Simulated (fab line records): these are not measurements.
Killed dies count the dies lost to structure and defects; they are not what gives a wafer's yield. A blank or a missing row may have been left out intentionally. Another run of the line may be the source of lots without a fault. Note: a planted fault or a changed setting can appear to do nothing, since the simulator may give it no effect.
A struck lot beside a sound one + flow n5_finfet + 20 steps out of a route of 1938
Sound: the wafers L314.1, L314.3, L314.4. Wafers struck: L323.1, L323.3, L323.4. The cause comes at the end.
Each step with rows lists, per side, the tool, then ch with its chambers, then its first start. Under that, the readings that differ: sound wafers + struck wafers + difference of the means + sigmas: that difference in standard deviations of wafers without a fault.
alike: readings with means less than 2 such deviations apart, plus words and numbers identical on both sides. not compared: withheld readings, readings lacking a value on some wafer, bounds such as >300 that could conceal the same value, and numbers that have no deviation in the record and whose values overlap.
The two part at a step that has a row with sigmas, a row that says differs or no value, or rows on one side only. Non-overlapping numbers with no deviation appear without sigmas and do not part them. Lack of a reading on every wafer of one side parts them only where that side has two or more wafers.

first, 8 steps without rows for these wafers: N5_BEOL_M7_CMP_52 (polishes, stops on SiCOH lowk, t overpolish 6.9 s, target thk 80 nm); N5_BEOL_M7_PRE_CLEAN_55 (time 15 s); N5_BEOL_M7_DEP_56 (deposits SiCN from 3MS/NH3, target thk 10 nm, time 17.5 s); N5_BEOL_M8_ILD_DEP_00 (deposits SiCOH lowk from DEMS/porogen, target thk 179.75 nm, time 33.4 s); N5_BEOL_M8_CURE_74 (cures SiCOH lowk, time 240 s); N5_BEOL_M8_PECVD_70 (deposits SiO2 from TEOS/O2, target thk 20 nm, time 22.7 s); N5_BEOL_M8_HM_DEP_02 (deposits TiN, target thk 20 nm); N5_BEOL_M8_COAT_59 (time 60 s, resist thk 100 nm).
N5_BEOL_M8_COAT_60: time 60 s, resist thk 35 nm.
  sound on litho_track-05 ch 0, day 10 20:10; struck on litho_track-05 ch 0, day 13 01:49
| reading                                    | sound                | struck               | difference | sigmas |
|--------------------------------------------|----------------------|----------------------|------------|--------|
| spin_speed_rpm (rpm)                       | 1500.1 1500.4 1498.4 | 1595.4 1596.7 1595.2 | +96.1      | +97    |
| model.SiARC_of_BEOL_M8_COAT_60.thk_nm (nm) | 35 35 35             | 34 33.8 33.8         | -1         |        |
  alike: resist_line_temp_C
then, 7 steps without rows for these wafers: N5_BEOL_M8_COAT_05 (resist thk 90 nm); N5_BEOL_M8_EBR_07; N5_BEOL_M8_SOFTBAKE_06 (time 60 s); N5_BEOL_M8_EXPOSE_08 (exposes mask M8); N5_BEOL_M8_PEB_09 (peb time 60 s); N5_BEOL_M8_DEVELOP_10 (develop time 30 s); N5_BEOL_M8_DESCUM_16 (chemistry O2, time 7.9 s).
N5_BEOL_M8_ETCH_61: etches SiARC in CF4, target depth 45.5 nm, time 75.8 s.
  sound on rie_diel-05 ch 0,1,3, day 10 21:05; struck on rie_diel-05 ch 0,2,3, day 13 02:19
| reading                                      | sound             | struck            | difference | sigmas |
|----------------------------------------------|-------------------|-------------------|------------|--------|
| etch_rf_on_time_s (s)                        | 76.0 76.5 72.5    | 70.3 72.6 73.2    | -3.0       | -2     |
| model.etch.depth_nm (nm)                     | 34.96 35.03 34.95 | 33.95 33.86 33.83 | -1.10      |        |
| model.CAR-ArF_of_BEOL_M8_COAT_05.thk_nm (nm) | 50.8 51 50.8      | 51.6 51.8 52      | +0.9       |        |
  alike: drypump_motor_current_A, oes_product_au, rf_vpp_V, showerhead_plenum_p_Torr, throttle_valve_pct
  not compared: rf_hours_counter_h
N5_BEOL_M8_ETCH_62: etches SOC in N2/H2, target depth 110 nm, overetch 22 nm, time 165 s.
  sound on rie_diel-05 ch 0,1,3, day 10 21:08; struck on rie_diel-05 ch 0,2,3, day 13 02:22
| reading                                    | sound          | struck       | difference | sigmas |
|--------------------------------------------|----------------|--------------|------------|--------|
| model.SiARC_of_BEOL_M8_COAT_60.thk_nm (nm) | 28.2 28.6 27.8 | 27 27.4 27.2 | -1         |        |
  alike: drypump_motor_current_A, oes_product_au, rf_vpp_V, showerhead_plenum_p_Torr, throttle_valve_pct
  not compared: rf_hours_counter_h
then, 1 step without rows for these wafers: N5_BEOL_M8_STRIP_68 (strips in N2/H2).
-- record jumps: 3 days separate the struck wafers' starts on either side; left off in module BEOL_M8, taken up again in module PASSIVATION, whose first shown step is the route's number 1936 --
N5_PASSIVATION_PROBE_49:
  only the struck wafers here have rows in the record (prober-01, day 15 18:01); the sound ones have none

## WHERE THEY PART
At N5_BEOL_M8_COAT_60 first; at N5_PASSIVATION_PROBE_49 last (within this record only).

WHY: whatever the simulator had introduced
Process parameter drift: litho_track-05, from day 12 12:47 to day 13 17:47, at N5_BEOL_M8_COAT_60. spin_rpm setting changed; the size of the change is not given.
